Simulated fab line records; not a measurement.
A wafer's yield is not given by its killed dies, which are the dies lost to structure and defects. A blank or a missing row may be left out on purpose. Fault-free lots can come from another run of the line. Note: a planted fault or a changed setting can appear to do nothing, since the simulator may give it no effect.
fab line records :: flow n5Finfet
[record]
  lots = 7
  wafers = 39
route steps=1938 shown DUMMY_GATE@228 HKMG_FIN@406 MOL_CONTACT_COAG@624
startH: the number of hours between the record's first day and the start of the first shown wafer of the lot :: waitH: time in hours since the lot's previous step :: " the same as in the row above :: L1.1+2: several wafers, shown together as one row :: - either no value or no given start :: * or withheld: withheld :: < > ~ a bound
route shown NAME@n: a module of which the file shows steps, and the number in the route of the first :: usual: mean and standard deviation over wafers with no fault :: same: alike in all rows :: chamber/n: place in a boat :: sites: per-site readings :: _std_site: how widely they spread, as a standard deviation :: _edge_site: mean of outer sites minus mean of inner sites :: radiusMm: for every site, how far away it sits from the centre of the wafer :: mask NAME#n: copy n :: behind: the tool/chamber that last shaped the wafer :: hold: what put the lot on hold/how long, in hours/how the hold closed :: device: transistor that didn't switch, given as n, p or np :: end of line: at the end of the route, the tests of the same wafers :: a step given without rows: its recipe and nothing more :: killed: not the wafer's yield, but the dies lost to structure and defects at the first sort :: map: per-die view of a wafer (x killed, . not killed, _ where there is no die)
set.NAME: the run value of the setting; set.NAME@STEP: its run value at that earlier step :: model.NAME: the simulator's own value behind a step, which no gauge read
one table per step and one row per wafer, for lots whose settings were changed on purpose
[[steps]]
[step N5_DUMMY_GATE_EXPOSE_12]
[recipe]
  maskId = GATE
  na = 0.33
  sourceShape = annular
  sigmaInner = 0.2
  sigmaOuter = 0.6
  polarization = unpolarized
  targetCdNm = 25
  doseMj = 34
lot.wafer: L077.1+3+4
tool: euvScanner-01
chamber: 0
startH: 73.17
waitH: -
mask: GATE#0
set.doseMj: 35.66

lot.wafer: L077.2+5+6
tool: euvScanner-01
chamber: 0
startH: 73.17
waitH: -
mask: GATE#0
set.doseMj: 34

lot.wafer: L078.1+2+3+4+5+6
tool: euvScanner-02
chamber: 0
startH: 77.08
waitH: -
mask: GATE#0
set.doseMj: 34

lot.wafer: L080.1+4+5
tool: euvScanner-02
chamber: 0
startH: 83.81
waitH: -
mask: GATE#0
set.doseMj: 34

lot.wafer: L080.2+3+6
tool: euvScanner-02
chamber: 0
startH: 83.81
waitH: -
mask: GATE#0
set.doseMj: 31.5

lot.wafer: L081.1+2+3
tool: euvScanner-01
chamber: 0
startH: 88.90
waitH: -
mask: GATE#0
set.doseMj: 34

lot.wafer: L084.1+2+3
tool: euvScanner-02
chamber: 0
startH: 107.33
waitH: -
mask: GATE#0
set.doseMj: 34

lot.wafer: L084.4+5+6
tool: euvScanner-02
chamber: 0
startH: 107.33
waitH: -
mask: GATE#0
set.doseMj: 32.43

lot.wafer: L089.1+2+6
tool: euvScanner-01
chamber: 0
startH: 137.29
waitH: -
mask: GATE#0
set.doseMj: 32.35

lot.wafer: L089.3+4+5
tool: euvScanner-01
chamber: 0
startH: 137.29
waitH: -
mask: GATE#0
set.doseMj: 34

lot.wafer: L096.1+5+6
tool: euvScanner-01
chamber: 0
startH: 181.04
waitH: -
mask: GATE#0
set.doseMj: 34

lot.wafer: L096.2+3+4
tool: euvScanner-01
chamber: 0
startH: 181.04
waitH: -
mask: GATE#0
set.doseMj: 35.85
[step N5_DUMMY_GATE_PEB_13]
[recipe]
  pebTempC = 100
  pebTimeS = 60
  resist = CAR-EUV
[step N5_DUMMY_GATE_DEVELOP_14]
[recipe]
  developTimeS = 30
  developer = TMAH
  resist = CAR-EUV
  rinseLiquid = surfactantRinse
  dry = airSpin
  devTempC = 23
[step N5_DUMMY_GATE_CD_MEAS_15]
[recipe]
  targetCdNm = 25.8
  landingEnergyEv = 500
  detector = seInlens
[usual]
  cdNm = 25.06/0.28
lot.wafer: L077.1
tool: cdSem-03
chamber: 0
startH: 73.30
waitH: -
set.doseMj@DUMMY_GATE_EXPOSE_12: 35.66
cdNm: 23.93

lot.wafer: L077.2
tool: cdSem-03
chamber: 0
startH: 73.30
waitH: -
set.doseMj@DUMMY_GATE_EXPOSE_12: 34
cdNm: 25.10

lot.wafer: L077.3
tool: cdSem-03
chamber: 0
startH: 73.30
waitH: -
set.doseMj@DUMMY_GATE_EXPOSE_12: 35.66
cdNm: 24.35

lot.wafer: L077.4
tool: cdSem-03
chamber: 0
startH: 73.30
waitH: -
set.doseMj@DUMMY_GATE_EXPOSE_12: 35.66
cdNm: 24.08

lot.wafer: L077.5
tool: cdSem-03
chamber: 0
startH: 73.30
waitH: -
set.doseMj@DUMMY_GATE_EXPOSE_12: 34
cdNm: 24.97

lot.wafer: L077.6
tool: cdSem-03
chamber: 0
startH: 73.30
waitH: -
set.doseMj@DUMMY_GATE_EXPOSE_12: 34
cdNm: 24.73

lot.wafer: L078.1
tool: cdSem-02
chamber: 0
startH: 77.21
waitH: -
set.doseMj@DUMMY_GATE_EXPOSE_12: 34
cdNm: 24.79

lot.wafer: L078.2
tool: cdSem-02
chamber: 0
startH: 77.21
waitH: -
set.doseMj@DUMMY_GATE_EXPOSE_12: 34
cdNm: 24.91

lot.wafer: L078.3
tool: cdSem-02
chamber: 0
startH: 77.21
waitH: -
set.doseMj@DUMMY_GATE_EXPOSE_12: 34
cdNm: 24.91

lot.wafer: L078.4
tool: cdSem-02
chamber: 0
startH: 77.21
waitH: -
set.doseMj@DUMMY_GATE_EXPOSE_12: 34
cdNm: 24.89

lot.wafer: L078.5
tool: cdSem-02
chamber: 0
startH: 77.21
waitH: -
set.doseMj@DUMMY_GATE_EXPOSE_12: 34
cdNm: 24.89

lot.wafer: L078.6
tool: cdSem-02
chamber: 0
startH: 77.21
waitH: -
set.doseMj@DUMMY_GATE_EXPOSE_12: 34
cdNm: 25.19

lot.wafer: L080.1
tool: cdSem-02
chamber: 0
startH: 83.94
waitH: -
set.doseMj@DUMMY_GATE_EXPOSE_12: 34
cdNm: 25.27

lot.wafer: L080.2
tool: cdSem-02
chamber: 0
startH: 83.94
waitH: -
set.doseMj@DUMMY_GATE_EXPOSE_12: 31.5
cdNm: 27.01

lot.wafer: L080.3
tool: cdSem-02
chamber: 0
startH: 83.94
waitH: -
set.doseMj@DUMMY_GATE_EXPOSE_12: 31.5
cdNm: 26.72

lot.wafer: L080.4
tool: cdSem-02
chamber: 0
startH: 83.94
waitH: -
set.doseMj@DUMMY_GATE_EXPOSE_12: 34
cdNm: 24.87

lot.wafer: L080.5
tool: cdSem-02
chamber: 0
startH: 83.94
waitH: -
set.doseMj@DUMMY_GATE_EXPOSE_12: 34
cdNm: 25.62

lot.wafer: L080.6
tool: cdSem-02
chamber: 0
startH: 83.94
waitH: -
set.doseMj@DUMMY_GATE_EXPOSE_12: 31.5
cdNm: 26.37

lot.wafer: L081.1
tool: cdSem-03
chamber: 0
startH: 89.03
waitH: -
set.doseMj@DUMMY_GATE_EXPOSE_12: 34
cdNm: 25.73

lot.wafer: L081.2
tool: cdSem-03
chamber: 0
startH: 89.03
waitH: -
set.doseMj@DUMMY_GATE_EXPOSE_12: 34
cdNm: 25.16

lot.wafer: L081.3
tool: cdSem-03
chamber: 0
startH: 89.03
waitH: -
set.doseMj@DUMMY_GATE_EXPOSE_12: 34
cdNm: 25.23

lot.wafer: L084.1
tool: cdSem-03
chamber: 0
startH: 107.46
waitH: -
set.doseMj@DUMMY_GATE_EXPOSE_12: 34
cdNm: 24.91

lot.wafer: L084.2
tool: cdSem-03
chamber: 0
startH: 107.46
waitH: -
set.doseMj@DUMMY_GATE_EXPOSE_12: 34
cdNm: 25.00

lot.wafer: L084.3
tool: cdSem-03
chamber: 0
startH: 107.46
waitH: -
set.doseMj@DUMMY_GATE_EXPOSE_12: 34
cdNm: 24.45

lot.wafer: L084.4
tool: cdSem-03
chamber: 0
startH: 107.46
waitH: -
set.doseMj@DUMMY_GATE_EXPOSE_12: 32.43
cdNm: 25.51

lot.wafer: L084.5
tool: cdSem-03
chamber: 0
startH: 107.46
waitH: -
set.doseMj@DUMMY_GATE_EXPOSE_12: 32.43
cdNm: 25.77

lot.wafer: L084.6
tool: cdSem-03
chamber: 0
startH: 107.46
waitH: -
set.doseMj@DUMMY_GATE_EXPOSE_12: 32.43
cdNm: 25.77

lot.wafer: L089.1
tool: cdSem-03
chamber: 0
startH: 137.42
waitH: -
set.doseMj@DUMMY_GATE_EXPOSE_12: 32.35
cdNm: 25.71

lot.wafer: L089.2
tool: cdSem-03
chamber: 0
startH: 137.42
waitH: -
set.doseMj@DUMMY_GATE_EXPOSE_12: 32.35
cdNm: 25.86

lot.wafer: L089.3
tool: cdSem-03
chamber: 0
startH: 137.42
waitH: -
set.doseMj@DUMMY_GATE_EXPOSE_12: 34
cdNm: 25.03

lot.wafer: L089.4
tool: cdSem-03
chamber: 0
startH: 137.42
waitH: -
set.doseMj@DUMMY_GATE_EXPOSE_12: 34
cdNm: 24.71

lot.wafer: L089.5
tool: cdSem-03
chamber: 0
startH: 137.42
waitH: -
set.doseMj@DUMMY_GATE_EXPOSE_12: 34
cdNm: 25.00

lot.wafer: L089.6
tool: cdSem-03
chamber: 0
startH: 137.42
waitH: -
set.doseMj@DUMMY_GATE_EXPOSE_12: 32.35
cdNm: 25.97

lot.wafer: L096.1
tool: cdSem-02
chamber: 0
startH: 181.17
waitH: -
set.doseMj@DUMMY_GATE_EXPOSE_12: 34
cdNm: 25.68

lot.wafer: L096.2
tool: cdSem-02
chamber: 0
startH: 181.17
waitH: -
set.doseMj@DUMMY_GATE_EXPOSE_12: 35.85
cdNm: 24.09

lot.wafer: L096.3
tool: cdSem-02
chamber: 0
startH: 181.17
waitH: -
set.doseMj@DUMMY_GATE_EXPOSE_12: 35.85
cdNm: 24.44

lot.wafer: L096.4
tool: cdSem-02
chamber: 0
startH: 181.17
waitH: -
set.doseMj@DUMMY_GATE_EXPOSE_12: 35.85
cdNm: 24.16

lot.wafer: L096.5
tool: cdSem-02
chamber: 0
startH: 181.17
waitH: -
set.doseMj@DUMMY_GATE_EXPOSE_12: 34
cdNm: 25.07

lot.wafer: L096.6
tool: cdSem-02
chamber: 0
startH: 181.17
waitH: -
set.doseMj@DUMMY_GATE_EXPOSE_12: 34
cdNm: 25.46
[step N5_HKMG_FIN_ETCH_58]
[recipe]
  chemistry = N2/H2
  target = SOC
  targetDepthA = 2158
  ionEnergyEv = 50
  biasW = 13
  timeS = 741
  pressureMtorr = 30
  sourceW = 875
  n2FlowSccm = 200
  h2FlowSccm = 200
[usual]
  rfVppV = 99.2/0.94
lot.wafer: L077.1
tool: rieDiel-04
chamber: 2
startH: 99.89
waitH: 0.0
set.sourceW: 875
rfVppV: 99.5

lot.wafer: L077.2
tool: rieDiel-04
chamber: 1
startH: 99.89
waitH: 0.0
set.sourceW: 875
rfVppV: 99.5

lot.wafer: L077.3
tool: rieDiel-04
chamber: 3
startH: 99.89
waitH: 0.0
set.sourceW: 1036
rfVppV: 95.2

lot.wafer: L077.4
tool: rieDiel-04
chamber: 1
startH: 99.89
waitH: 0.0
set.sourceW: 1036
rfVppV: 94.0

lot.wafer: L077.5
tool: rieDiel-04
chamber: 2
startH: 99.89
waitH: 0.0
set.sourceW: 875
rfVppV: 99.4

lot.wafer: L077.6
tool: rieDiel-04
chamber: 3
startH: 99.89
waitH: 0.0
set.sourceW: 1036
rfVppV: 91.3

lot.wafer: L078.1
tool: rieDiel-04
chamber: 1
startH: 102.38
waitH: 0.0
set.sourceW: 875
rfVppV: 99.9

lot.wafer: L078.2
tool: rieDiel-04
chamber: 2
startH: 102.38
waitH: 0.0
set.sourceW: 875
rfVppV: 99.7

lot.wafer: L078.3
tool: rieDiel-04
chamber: 3
startH: 102.38
waitH: 0.0
set.sourceW: 875
rfVppV: 100.4

lot.wafer: L078.4
tool: rieDiel-04
chamber: 1
startH: 102.38
waitH: 0.0
set.sourceW: 875
rfVppV: 98.6

lot.wafer: L078.5
tool: rieDiel-04
chamber: 2
startH: 102.38
waitH: 0.0
set.sourceW: 875
rfVppV: 98.8

lot.wafer: L078.6
tool: rieDiel-04
chamber: 3
startH: 102.38
waitH: 0.0
set.sourceW: 875
rfVppV: 99.1

lot.wafer: L080.1
tool: rieDiel-04
chamber: 1
startH: 110.75
waitH: 0.0
set.sourceW: 875
rfVppV: 97.9

lot.wafer: L080.2
tool: rieDiel-04
chamber: 3
startH: 110.75
waitH: 0.0
set.sourceW: 758.8
rfVppV: 104.0

lot.wafer: L080.3
tool: rieDiel-04
chamber: 0
startH: 110.75
waitH: 0.0
set.sourceW: 758.8
rfVppV: 105.8

lot.wafer: L080.4
tool: rieDiel-04
chamber: 2
startH: 110.75
waitH: 0.0
set.sourceW: 758.8
rfVppV: 104.7

lot.wafer: L080.5
tool: rieDiel-04
chamber: 0
startH: 110.75
waitH: 0.0
set.sourceW: 875
rfVppV: 99.7

lot.wafer: L080.6
tool: rieDiel-04
chamber: 3
startH: 110.75
waitH: 0.0
set.sourceW: 875
rfVppV: 99.7

lot.wafer: L081.1
tool: rieDiel-03
chamber: 2
startH: 118.63
waitH: 0.0
set.sourceW: 875
rfVppV: 97.0

lot.wafer: L081.2
tool: rieDiel-03
chamber: 1
startH: 118.63
waitH: 0.0
set.sourceW: 875
rfVppV: 98.1

lot.wafer: L081.3
tool: rieDiel-03
chamber: 3
startH: 118.63
waitH: 0.0
set.sourceW: 875
rfVppV: 97.3

lot.wafer: L084.1
tool: rieDiel-04
chamber: 0
startH: 133.84
waitH: 0.0
set.sourceW: 875
rfVppV: 99.7

lot.wafer: L084.2
tool: rieDiel-04
chamber: 2
startH: 133.84
waitH: 0.0
set.sourceW: 875
rfVppV: 97.1

lot.wafer: L084.3
tool: rieDiel-04
chamber: 1
startH: 133.84
waitH: 0.0
set.sourceW: 804.1
rfVppV: 102.6

lot.wafer: L084.4
tool: rieDiel-04
chamber: 1
startH: 133.84
waitH: 0.0
set.sourceW: 804.1
rfVppV: 101.0

lot.wafer: L084.5
tool: rieDiel-04
chamber: 2
startH: 133.84
waitH: 0.0
set.sourceW: 875
rfVppV: 99.0

lot.wafer: L084.6
tool: rieDiel-04
chamber: 0
startH: 133.84
waitH: 0.0
set.sourceW: 804.1
rfVppV: 100.7

lot.wafer: L089.1
tool: rieDiel-03
chamber: 3
startH: 164.73
waitH: 0.0
set.sourceW: 729.7
rfVppV: 106.9

lot.wafer: L089.2
tool: rieDiel-03
chamber: 2
startH: 164.73
waitH: 0.0
set.sourceW: 875
rfVppV: 98.4

lot.wafer: L089.3
tool: rieDiel-03
chamber: 0
startH: 164.73
waitH: 0.0
set.sourceW: 729.7
rfVppV: 106.4

lot.wafer: L089.4
tool: rieDiel-03
chamber: 1
startH: 164.73
waitH: 0.0
set.sourceW: 729.7
rfVppV: 105.4

lot.wafer: L089.5
tool: rieDiel-03
chamber: 2
startH: 164.73
waitH: 0.0
set.sourceW: 875
rfVppV: 99.1

lot.wafer: L089.6
tool: rieDiel-03
chamber: 1
startH: 164.73
waitH: 0.0
set.sourceW: 875
rfVppV: 99.9

lot.wafer: L096.1
tool: rieDiel-04
chamber: 1
startH: 208.09
waitH: 0.0
set.sourceW: 1022
rfVppV: 92.2

lot.wafer: L096.2
tool: rieDiel-04
chamber: 3
startH: 208.09
waitH: 0.0
set.sourceW: 1022
rfVppV: 95.6

lot.wafer: L096.3
tool: rieDiel-04
chamber: 0
startH: 208.09
waitH: 0.0
set.sourceW: 875
rfVppV: 98.7

lot.wafer: L096.4
tool: rieDiel-04
chamber: 2
startH: 208.09
waitH: 0.0
set.sourceW: 1022
rfVppV: 94.0

lot.wafer: L096.5
tool: rieDiel-04
chamber: 2
startH: 208.09
waitH: 0.0
set.sourceW: 875
rfVppV: 100.1

lot.wafer: L096.6
tool: rieDiel-04
chamber: 1
startH: 208.09
waitH: 0.0
set.sourceW: 875
rfVppV: 99.2
[step N5_MOL_CONTACT_COAG_CVD_140]
[recipe]
  material = W
  targetThkA = 665
  mode = selectiveFill
  tempC = 300
  timeS = 215
lot.wafer: L077.1
tool: cvdW-02
chamber: 0
startH: 129.03
waitH: 0.1
set.targetThkA: 726.9
model.W_of_MOL_CONTACT_COAG_CVD_140.thkNm: 71.6

lot.wafer: L077.2+6
tool: cvdW-02
chamber: 1
startH: 129.03
waitH: 0.1
set.targetThkA: 665
model.W_of_MOL_CONTACT_COAG_CVD_140.thkNm: 66.4

lot.wafer: L077.3
tool: cvdW-02
chamber: 1
startH: 129.03
waitH: 0.1
set.targetThkA: 726.9
model.W_of_MOL_CONTACT_COAG_CVD_140.thkNm: 73

lot.wafer: L077.4
tool: cvdW-02
chamber: 0
startH: 129.03
waitH: 0.1
set.targetThkA: 726.9
model.W_of_MOL_CONTACT_COAG_CVD_140.thkNm: 71.4

lot.wafer: L077.5
tool: cvdW-02
chamber: 0
startH: 129.03
waitH: 0.1
set.targetThkA: 665
model.W_of_MOL_CONTACT_COAG_CVD_140.thkNm: 65.8

lot.wafer: L078.1+4
tool: cvdW-01
chamber: 0
startH: 132.05
waitH: 0.1
set.targetThkA: 621.4
model.W_of_MOL_CONTACT_COAG_CVD_140.thkNm: 62.2

lot.wafer: L078.2
tool: cvdW-01
chamber: 1
startH: 132.05
waitH: 0.1
set.targetThkA: 665
model.W_of_MOL_CONTACT_COAG_CVD_140.thkNm: 66.4

lot.wafer: L078.3+6
tool: cvdW-01
chamber: 1
startH: 132.05
waitH: 0.1
set.targetThkA: 665
model.W_of_MOL_CONTACT_COAG_CVD_140.thkNm: 67

lot.wafer: L078.5
tool: cvdW-01
chamber: 0
startH: 132.05
waitH: 0.1
set.targetThkA: 621.4
model.W_of_MOL_CONTACT_COAG_CVD_140.thkNm: 62

lot.wafer: L080.1+3+5
tool: cvdW-01
chamber: 0
startH: 142.54
waitH: 0.1
set.targetThkA: 665
model.W_of_MOL_CONTACT_COAG_CVD_140.thkNm: 66

lot.wafer: L080.2
tool: cvdW-01
chamber: 1
startH: 142.54
waitH: 0.1
set.targetThkA: 665
model.W_of_MOL_CONTACT_COAG_CVD_140.thkNm: 66.6

lot.wafer: L080.4+6
tool: cvdW-01
chamber: 1
startH: 142.54
waitH: 0.1
set.targetThkA: 665
model.W_of_MOL_CONTACT_COAG_CVD_140.thkNm: 67.2

lot.wafer: L081.1
tool: cvdW-01
chamber: 0
startH: 146.30
waitH: 0.1
set.targetThkA: 665
model.W_of_MOL_CONTACT_COAG_CVD_140.thkNm: 67.2

lot.wafer: L081.2
tool: cvdW-01
chamber: 1
startH: 146.30
waitH: 0.1
set.targetThkA: 665
model.W_of_MOL_CONTACT_COAG_CVD_140.thkNm: 67.4

lot.wafer: L081.3
tool: cvdW-01
chamber: 1
startH: 146.30
waitH: 0.1
set.targetThkA: 665
model.W_of_MOL_CONTACT_COAG_CVD_140.thkNm: 67.8

lot.wafer: L084.1+4
tool: cvdW-01
chamber: 0
startH: 163.55
waitH: 0.1
set.targetThkA: 665
model.W_of_MOL_CONTACT_COAG_CVD_140.thkNm: 67.4

lot.wafer: L084.2
tool: cvdW-01
chamber: 1
startH: 163.55
waitH: 0.1
set.targetThkA: 724.6
model.W_of_MOL_CONTACT_COAG_CVD_140.thkNm: 73.4

lot.wafer: L084.3
tool: cvdW-01
chamber: 1
startH: 163.55
waitH: 0.1
set.targetThkA: 724.6
model.W_of_MOL_CONTACT_COAG_CVD_140.thkNm: 74.2

lot.wafer: L084.5
tool: cvdW-01
chamber: 1
startH: 163.55
waitH: 0.1
set.targetThkA: 665
model.W_of_MOL_CONTACT_COAG_CVD_140.thkNm: 68

lot.wafer: L084.6
tool: cvdW-01
chamber: 0
startH: 163.55
waitH: 0.1
set.targetThkA: 724.6
model.W_of_MOL_CONTACT_COAG_CVD_140.thkNm: 72.6

lot.wafer: L089.1+6
tool: cvdW-01
chamber: 1
startH: 193.37
waitH: 0.1
set.targetThkA: 628.3
model.W_of_MOL_CONTACT_COAG_CVD_140.thkNm: 63.8

lot.wafer: L089.2
tool: cvdW-01
chamber: 0
startH: 193.37
waitH: 0.1
set.targetThkA: 665
model.W_of_MOL_CONTACT_COAG_CVD_140.thkNm: 67.6

lot.wafer: L089.3
tool: cvdW-01
chamber: 1
startH: 193.37
waitH: 0.1
set.targetThkA: 628.3
model.W_of_MOL_CONTACT_COAG_CVD_140.thkNm: 63.2

lot.wafer: L089.4
tool: cvdW-01
chamber: 0
startH: 193.37
waitH: 0.1
set.targetThkA: 665
model.W_of_MOL_CONTACT_COAG_CVD_140.thkNm: 67.4

lot.wafer: L089.5
tool: cvdW-01
chamber: 0
startH: 193.37
waitH: 0.1
set.targetThkA: 665
model.W_of_MOL_CONTACT_COAG_CVD_140.thkNm: 67.8

lot.wafer: L096.1
tool: cvdW-02
chamber: 1
startH: 237.82
waitH: 0.1
set.targetThkA: 665
model.W_of_MOL_CONTACT_COAG_CVD_140.thkNm: 66.6

lot.wafer: L096.2
tool: cvdW-02
chamber: 0
startH: 237.82
waitH: 0.1
set.targetThkA: 665
model.W_of_MOL_CONTACT_COAG_CVD_140.thkNm: 64.6

lot.wafer: L096.3
tool: cvdW-02
chamber: 0
startH: 237.82
waitH: 0.1
set.targetThkA: 665
model.W_of_MOL_CONTACT_COAG_CVD_140.thkNm: 64.8

lot.wafer: L096.4
tool: cvdW-02
chamber: 1
startH: 237.82
waitH: 0.1
set.targetThkA: 665
model.W_of_MOL_CONTACT_COAG_CVD_140.thkNm: 66.2

lot.wafer: L096.5
tool: cvdW-02
chamber: 1
startH: 237.82
waitH: 0.1
set.targetThkA: 665
model.W_of_MOL_CONTACT_COAG_CVD_140.thkNm: 65.8

lot.wafer: L096.6
tool: cvdW-02
chamber: 0
startH: 237.82
waitH: 0.1
set.targetThkA: 665
model.W_of_MOL_CONTACT_COAG_CVD_140.thkNm: 65.4
[[key]]
[split]
  step = N5_DUMMY_GATE_EXPOSE_12
  setting = doseMj
  stated = 34
  by = wafer
[response]
  step = N5_DUMMY_GATE_CD_MEAS_15
  reading = cdNm
  change = -0.195
  per = 1%
  r = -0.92
[split]
  step = N5_HKMG_FIN_ETCH_58
  setting = sourceW
  stated = 875
  by = wafer
[response]
  step = N5_HKMG_FIN_ETCH_58
  reading = rfVppV
  change = -0.367
  per = 1%
  r = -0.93
[split]
  step = N5_MOL_CONTACT_COAG_CVD_140
  setting = targetThkA
  stated = 665
  by = wafer
[response]
  step = N5_MOL_CONTACT_COAG_CVD_140
  reading = model.W_of_MOL_CONTACT_COAG_CVD_140.thkNm
  change = +0.66
  per = 1%
  r = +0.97
